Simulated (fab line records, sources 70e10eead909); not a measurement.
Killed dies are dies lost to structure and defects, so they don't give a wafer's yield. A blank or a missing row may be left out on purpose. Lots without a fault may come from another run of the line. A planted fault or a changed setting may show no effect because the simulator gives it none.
Chamber matching | flow nand_harc | NHARC_P_M2_DEP_33 on pecvd-03: 3 sister chambers
The step deposits SiCN, target thk 30 nm. 3 wafers are shown with their chamber, then 8 later ones without.

WAFERS WITH THEIR CHAMBER
wafer  | chamber | heater_power_w (W)
L239.4 | 0       | 562
L240.2 | 2       | 575
L242.1 | 1       | 556

WAFERS WITHOUT THEIR CHAMBER
wafer  | heater_power_w (W)
L242.2 | 683
L242.4 | 538
L247.3 | 619
L247.4 | 622
L247.6 | 512
L255.1 | 602
L255.2 | 531
L255.3 | 565

WHICH CHAMBER EACH WENT THROUGH
wafer  | from the rows above          | in truth
L242.2 | can't be placed: 2 or 0 or 1 | 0
L242.4 | can't be placed: 1 or 0 or 2 | 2
L247.3 | can't be placed: 2 or 0 or 1 | 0
L247.4 | can't be placed: 2 or 0 or 1 | 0
L247.6 | can't be placed: 1 or 0 or 2 | 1
L255.1 | can't be placed: 2 or 0 or 1 | 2
L255.2 | can't be placed: 1 or 0 or 2 | 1
L255.3 | can't be placed: 0 or 1 or 2 | 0
Placed correctly: 0 of 8. Can't be placed from these rows: 8 (the true chamber is among the candidates in 8). Placed wrongly: 0.
How it was worked out, from the rows above alone: a wafer's distance from a chamber is the root of the sum, over the readings, of the square of ((its reading less the chamber's mean) divided by the reading's scatter). The wafer belongs to the nearest chamber; if the next one is less than 2 further off, it can't be placed. A chamber's mean is the mean of its shown wafers. The scatter: with one shown wafer a chamber, the root of the mean of the squares of how far each hidden wafer lies from its nearest shown one.
